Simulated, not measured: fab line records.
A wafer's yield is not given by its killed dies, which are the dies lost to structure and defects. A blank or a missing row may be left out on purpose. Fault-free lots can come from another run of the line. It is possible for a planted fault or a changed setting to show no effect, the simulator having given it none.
Chamber matching / flow n5_finfet / 3 sister chambers for N5_BEOL_M11_CURE_72 on uv_cure-03
The step cures SiCOH lowk, time 120 s. 6 wafers are shown with their chamber, then 10 later ones without.

## EACH WAFER AND ITS CHAMBER
wafer=L083.4; chamber=0; wafer_temp_C_max=370.8; lamp_power_pct (%)=52.32
wafer=L083.5; chamber=0; wafer_temp_C_max=371.1; lamp_power_pct (%)=52.28
wafer=L084.5; chamber=1; wafer_temp_C_max=372.4; lamp_power_pct (%)=52.26
wafer=L084.6; chamber=1; wafer_temp_C_max=372.3; lamp_power_pct (%)=52.28
wafer=L089.1; chamber=2; wafer_temp_C_max=370.4; lamp_power_pct (%)=52.25
wafer=L089.3; chamber=2; wafer_temp_C_max=371.1; lamp_power_pct (%)=52.29

## WAFERS WITHOUT THEIR CHAMBER
wafer=L089.4; wafer_temp_C_max=371.0; lamp_power_pct (%)=52.28
wafer=L093.3; wafer_temp_C_max=371.3; lamp_power_pct (%)=52.36
wafer=L093.4; wafer_temp_C_max=371.1; lamp_power_pct (%)=52.27
wafer=L093.5; wafer_temp_C_max=370.8; lamp_power_pct (%)=52.30
wafer=L094.1; wafer_temp_C_max=371.1; lamp_power_pct (%)=52.30
wafer=L094.4; wafer_temp_C_max=371.7; lamp_power_pct (%)=52.35
wafer=L094.6; wafer_temp_C_max=371.2; lamp_power_pct (%)=52.27
wafer=L095.1; wafer_temp_C_max=371.1; lamp_power_pct (%)=52.33
wafer=L095.3; wafer_temp_C_max=371.0; lamp_power_pct (%)=52.24
wafer=L095.4; wafer_temp_C_max=371.6; lamp_power_pct (%)=52.33

## THE CHAMBER EACH PASSED THROUGH
wafer=L089.4; from the rows above=can't be placed: 0 or 2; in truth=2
wafer=L093.3; from the rows above=can't be placed: 0 or 2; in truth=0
wafer=L093.4; from the rows above=can't be placed: 2 or 0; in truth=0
wafer=L093.5; from the rows above=can't be placed: 0 or 2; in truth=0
wafer=L094.1; from the rows above=can't be placed: 0 or 2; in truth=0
wafer=L094.4; from the rows above=can't be placed: 0 or 1 or 2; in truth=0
wafer=L094.6; from the rows above=can't be placed: 2 or 0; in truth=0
wafer=L095.1; from the rows above=can't be placed: 0 or 2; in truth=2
wafer=L095.3; from the rows above=can't be placed: 2 or 0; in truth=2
wafer=L095.4; from the rows above=can't be placed: 0 or 1 or 2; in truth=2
Placed correctly: 0 of 10. Cannot be placed on the basis of these rows: 10; the candidates contain the true chamber in 10. Wrongly placed: 0.
How it was worked out, from the rows above alone: a wafer's distance from a chamber is the root of the sum, over the readings, of the square of ((its reading less the chamber's mean) divided by the reading's scatter). If the next closest chamber is less than 2 further off than the closest, the wafer can't be placed; otherwise it belongs to the closest. The mean given for a chamber averages the wafers shown for that chamber. The scatter: the root of (the sum of the squares of (reading less its chamber's mean) over the shown wafers, divided by (wafers less chambers)).
